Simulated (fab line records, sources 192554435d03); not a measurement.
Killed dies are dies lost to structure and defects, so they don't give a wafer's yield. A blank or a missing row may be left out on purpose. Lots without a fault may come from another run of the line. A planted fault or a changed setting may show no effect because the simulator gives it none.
Which tool did it? | flow n5_finfet | 9 lots, 25 wafers sampled, at 5 steps of a route of 1938

WHAT THE GAUGES READ, wafer by wafer
N5_FIN_SAQP_THK_MEAS_05. Usual: thk_nm 38.1 nm, standard deviation 0.49.
lot  | measured    | on            | thk_nm (nm)    | flag
L404 | day 2 10:11 | film_metro-01 | 38.1 37.9      |
L406 | day 2 23:17 | film_metro-01 | 37.5 37.4 38.2 |
L409 | day 3 15:29 | film_metro-01 | 37.4 38.5 38.3 |
L410 | day 3 20:44 | film_metro-02 | 37.8 38.5 38.7 |
L418 | day 5 20:52 | film_metro-01 | 37.1 38.9      |
L421 | day 6 15:55 | film_metro-01 | 38.2 37.2 39.0 |
L422 | day 6 20:56 | film_metro-01 | 37.9 37.9 38.3 |
L424 | day 7 08:42 | film_metro-01 | 38.0 39.3 38.4 |
L425 | day 7 14:54 | film_metro-01 | 37.6 38.5 38.7 |

N5_BEOL_M4_RC_MEAS_101. Usual: DIBL_N 36.0 mV/V, standard deviation 2.2; DIBL_P 36.2 mV/V, standard deviation 2.4; IOFF_N 0.16 nA/um, standard deviation 0.035; IOFF_P 0.21 nA/um, standard deviation 0.037; ION_N 672 uA/um, standard deviation 13; ION_P 461 uA/um, standard deviation 7; SS_N 71.4 mV/dec, standard deviation 0.69; SS_P 73.2 mV/dec, standard deviation 0.75; VT_N 250 mV, standard deviation 3.4; VT_P -251 mV, standard deviation 3.
lot  | measured     | on        | DIBL_N (mV/V)  | DIBL_P (mV/V)  | IOFF_N (nA/um) | IOFF_P (nA/um) | ION_N (uA/um) | ION_P (uA/um) | SS_N (mV/dec)  | SS_P (mV/dec)  | VT_N (mV)   | VT_P (mV)      | flag
L404 | day 9 10:32  | prober-01 | 38.5 39.2      | 37.1 37.9      | 0.18 0.21      | 0.22 0.24      | 671 679       | 458 458       | 72.7 71.8      | 73.8 73.9      | 247 248     | -250 -246      |
L406 | day 10 16:19 | prober-02 | 34.8 34.9 33.5 | 35.5 35.1 34.3 | 0.14 0.14 0.12 | 0.20 0.20 0.18 | 672 666 661   | 463 462 457   | 70.9 70.7 70.3 | 73.6 72.9 72.7 | 252 251 254 | -252 -248 -251 |
L409 | day 10 19:42 | prober-02 | 34.2 36.7 36.2 | 33.5 37.9 36.5 | 0.13 0.18 0.16 | 0.18 0.24 0.22 | 675 684 683   | 465 471 460   | 70.3 71.8 70.8 | 72.5 73.6 73.1 | 252 246 249 | -250 -246 -250 |
L410 | day 11 00:42 | prober-01 | 38.1 38.7 37.8 | 37.4 40.3 39.1 | 0.20 0.22 0.19 | 0.21 0.26 0.23 | 667 690 677   | 455 466 459   | 72.1 71.9 71.7 | 73.1 74.4 73.5 | 250 244 248 | -252 -246 -252 |
L418 | day 13 15:56 | prober-02 | 34.0 34.9      | 34.4 34.8      | 0.13 0.14      | 0.17 0.18      | 664 663       | 454 455       | 71.3 72.2      | 72.1 72.4      | 252 252     | -252 -253      |
L421 | day 14 10:02 | prober-02 | 35.0 33.6 33.6 | 35.2 33.7 34.3 | 0.14 0.11 0.12 | 0.18 0.16 0.16 | 658 645 649   | 455 447 451   | 70.9 70.1 70.0 | 72.9 71.8 71.6 | 252 254 255 | -250 -254 -253 |
L422 | day 14 04:13 | prober-01 | 36.3 36.5 39.1 | 35.8 36.5 39.1 | 0.16 0.16 0.21 | 0.18 0.19 0.23 | 681 684 696   | 460 460 462   | 71.5 71.9 71.9 | 72.7 73.1 73.3 | 248 253 245 | -254 -252 -251 |
L424 | day 15 02:20 | prober-02 | 37.0 37.4 35.2 | 38.6 39.4 37.4 | 0.19 0.20 0.17 | 0.23 0.23 0.21 | 689 696 681   | 460 470 468   | 71.7 72.3 71.6 | 74.1 73.4 73.8 | 247 247 250 | -250 -251 -251 |
L425 | day 15 05:06 | prober-01 | 36.0 37.5 36.2 | 35.5 37.4 36.2 | 0.14 0.18 0.16 | 0.20 0.24 0.21 | 676 682 678   | 466 473 466   | 70.8 71.7 71.3 | 73.0 73.2 73.0 | 251 249 250 | -249 -247 -248 |

WHICH TOOL RAN EACH LOT (tool, then ch and the chambers of the sampled wafers, then the start)
lot  | N5_FIN_SAQP_ETCH_51               | N5_FIN_SAQP_MANDREL_ETCH_22     | N5_FIN_SAQP_ETCH_57
L404 | rie_diel-03 ch 1,2, day 2 10:55   | rie_si-06 ch 0,1, day 2 11:10   | rie_diel-04 ch 1,2, day 2 15:08
L406 | rie_diel-06 ch 1,2, day 2 23:59   | rie_si-01 ch 0,1, day 3 00:14   | rie_diel-06 ch 0,2,3, day 3 02:33
L409 | rie_diel-03 ch 0,1, day 3 16:18   | rie_si-01 ch 0,1,3, day 3 16:33 | rie_diel-03 ch 1,3, day 3 18:29
L410 | rie_diel-04 ch 0,1, day 3 21:26   | rie_si-01 ch 1,2,3, day 3 21:41 | rie_diel-04 ch 0,1,2, day 3 23:28
L418 | rie_diel-06 ch 1,3, day 5 21:41   | rie_si-06 ch 2,3, day 5 21:56   | rie_diel-04 ch 1,2, day 5 23:43
L421 | rie_diel-06 ch 0,1,3, day 6 16:44 | rie_si-06 ch 0,1,2, day 6 16:59 | rie_diel-03 ch 0,2,3, day 6 19:00
L422 | rie_diel-04 ch 2,3, day 6 21:42   | rie_si-02 ch 1,2, day 6 21:56   | rie_diel-06 ch 0,2,3, day 6 23:47
L424 | rie_diel-06 ch 1,3, day 7 09:31   | rie_si-02 ch 0,1,3, day 7 09:46 | rie_diel-03 ch 0,2, day 7 11:40
L425 | rie_diel-03 ch 0,1,3, day 7 15:44 | rie_si-06 ch 0,1,3, day 7 15:58 | rie_diel-04 ch 0,2,3, day 7 17:53
- N5_FIN_SAQP_ETCH_51: etches SiARC in CF4, target depth 45.5 nm, time 75.8 s.
- N5_FIN_SAQP_MANDREL_ETCH_22: etches a-Si in HBr/Cl2, stops on SiNx, target depth 60 nm, bt time 10 s, time 30 s.
- N5_FIN_SAQP_ETCH_57: etches SiNx in CH3F/O2, target depth 32.5 nm, time 46.4 s.

WHAT THE TOOLS THEMSELVES READ (means of the sampled wafers that have a number; where no wafer has one, the mark that the record gives instead)
N5_FIN_SAQP_ETCH_51. Usual: bias_w 36.02 W, standard deviation 0.11; drypump_motor_current_A 5.6 A, standard deviation 0.52; etch_rf_on_time_s 75.5 s, standard deviation 1.7; oes_product_au 0.68 a.u., standard deviation 0.09; rf_vpp_V 184.1 V, standard deviation 1.3; showerhead_plenum_p_Torr 2.16 Torr, standard deviation 0.081; throttle_valve_pct 15.65 %, standard deviation 0.25.
lot  | tool        | bias_w (W) | drypump_motor_current_A (A) | etch_rf_on_time_s (s) | oes_product_au (a.u.) | rf_vpp_V (V) | showerhead_plenum_p_Torr (Torr) | throttle_valve_pct (%) | flag
L404 | rie_diel-03 | 36.14      | 5.9                         | 76.1                  | 0.76                  | 184.9        | 2.13                            | 15.38                  |
L406 | rie_diel-06 | 36.07      | 5.7                         | 72.8                  | 0.60                  | 184.1        | 2.09                            | 15.90                  |
L409 | rie_diel-03 | 35.97      | 5.9                         | 76.0                  | 0.71                  | 183.9        | 2.20                            | 15.37                  |
L410 | rie_diel-04 | 36.02      | 5.2                         | 75.3                  | 0.71                  | 183.3        | 2.08                            | 15.46                  |
L418 | rie_diel-06 | 36.02      | 5.4                         | 73.8                  | 0.83                  | 186.3        | 2.29                            | 15.57                  |
L421 | rie_diel-06 | 36.04      | 5.4                         | 73.6                  | 0.83                  | 184.2        | 2.26                            | 15.54                  |
L422 | rie_diel-04 | 35.94      | 6.5                         | 77.1                  | 0.59                  | 183.9        | 2.13                            | 15.86                  |
L424 | rie_diel-06 | 36.00      | 5.6                         | 73.9                  | 0.81                  | 185.0        | 2.28                            | 15.56                  |
L425 | rie_diel-03 | 36.05      | 5.7                         | 76.6                  | 0.68                  | 184.2        | 2.16                            | 15.43                  |

N5_FIN_SAQP_MANDREL_ETCH_22. Usual: bias_w 75.00 W, standard deviation 0.2; drypump_motor_current_A 5.8 A, standard deviation 0.41; mfc_cl2_sccm 79.99 sccm, standard deviation 0.25; oes_product_au 0.765 a.u., standard deviation 0.015; throttle_valve_pct 35.38 %, standard deviation 0.28.
lot  | tool      | bias_w (W) | drypump_motor_current_A (A) | mfc_cl2_sccm (sccm) | oes_product_au (a.u.) | throttle_valve_pct (%) | flag
L404 | rie_si-06 | 75.13      | 5.9                         | 80.17               | 0.773                 | 35.39                  |
L406 | rie_si-01 | 75.00      | 6.4                         | 80.05               | 0.776                 | 35.27                  |
L409 | rie_si-01 | 75.06      | 6.4                         | 80.00               | 0.774                 | 35.28                  |
L410 | rie_si-01 | 75.07      | 6.0                         | 79.96               | 0.773                 | 35.51                  |
L418 | rie_si-06 | 74.98      | 5.5                         | 79.75               | 0.747                 | 35.31                  |
L421 | rie_si-06 | 74.80      | 5.8                         | 79.82               | 0.764                 | 35.37                  |
L422 | rie_si-02 | 74.89      | 5.8                         | 79.66               | 0.755                 | 35.50                  |
L424 | rie_si-02 | 74.97      | 5.9                         | 79.95               | 0.762                 | 35.44                  |
L425 | rie_si-06 | 75.00      | 5.7                         | 80.02               | 0.766                 | 35.35                  |

N5_FIN_SAQP_ETCH_57. Usual: O2_flow_sccm 20.00 sccm, standard deviation 0.061; bias_w 73.02 W, standard deviation 0.22; drypump_motor_current_A 5.6 A, standard deviation 0.52; etch_rf_on_time_s 46.5 s, standard deviation 0.98; oes_o_777_au 0.81 a.u., standard deviation 0.09; oes_product_au 0.69 a.u., standard deviation 0.08; rf_vpp_V 297 V, standard deviation 4.3; showerhead_plenum_p_Torr 2.01 Torr, standard deviation 0.071; throttle_valve_pct 16.33 %, standard deviation 0.24.
lot  | tool        | O2_flow_sccm (sccm) | bias_w (W) | drypump_motor_current_A (A) | etch_rf_on_time_s (s) | oes_o_777_au (a.u.) | oes_product_au (a.u.) | rf_vpp_V (V) | showerhead_plenum_p_Torr (Torr) | throttle_valve_pct (%) | flag
L404 | rie_diel-04 | 19.98               | 73.19      | 6.2                         | 46.7                  | 0.75                | 0.64                  | 296          | 1.96                            | 16.36                  |
L406 | rie_diel-06 | 19.97               | 72.93      | 5.2                         | 47.2                  | 0.72                | 0.60                  | 299          | 2.00                            | 16.66                  |
L409 | rie_diel-03 | 20.06               | 73.03      | 5.9                         | 45.9                  | 0.83                | 0.74                  | 297          | 1.98                            | 16.10                  |
L410 | rie_diel-04 | 19.99               | 73.05      | 5.8                         | 48.0                  | 0.79                | 0.66                  | 294          | 1.96                            | 16.36                  |
L418 | rie_diel-04 | 20.03               | 72.75      | 6.2                         | 47.4                  | 0.74                | 0.62                  | 295          | 1.95                            | 16.39                  |
L421 | rie_diel-03 | 20.05               | 72.82      | 5.5                         | 45.8                  | 0.82                | 0.71                  | 299          | 2.00                            | 16.26                  |
L422 | rie_diel-06 | 20.00               | 72.88      | 5.2                         | 46.0                  | 0.88                | 0.75                  | 299          | 2.08                            | 16.38                  |
L424 | rie_diel-03 | 20.05               | 72.86      | 5.3                         | 46.4                  | 0.82                | 0.70                  | 300          | 2.04                            | 16.35                  |
L425 | rie_diel-04 | 19.99               | 73.02      | 5.9                         | 47.0                  | 0.75                | 0.63                  | 293          | 1.98                            | 16.51                  |

THE ANSWER, worked out from the rows above alone
Rule: a lot is off if the mean of its wafers that have a number lies more than 3 standard deviations from the usual mean. A lot without any number at a reading at which 4 lots or more have one is off too. The other lots that the step has rows for count as sound. The gauges are gone through in route order, then the tools' own readings, and for those a lot's mean is taken as printed above. The first step at which some lot is off is used, and at that step the reading that is off furthest; a lot without a number counts as furthest.
No lot is off at any reading shown: from this, nothing can be told.

WHAT THE SIMULATOR HAD PUT IN
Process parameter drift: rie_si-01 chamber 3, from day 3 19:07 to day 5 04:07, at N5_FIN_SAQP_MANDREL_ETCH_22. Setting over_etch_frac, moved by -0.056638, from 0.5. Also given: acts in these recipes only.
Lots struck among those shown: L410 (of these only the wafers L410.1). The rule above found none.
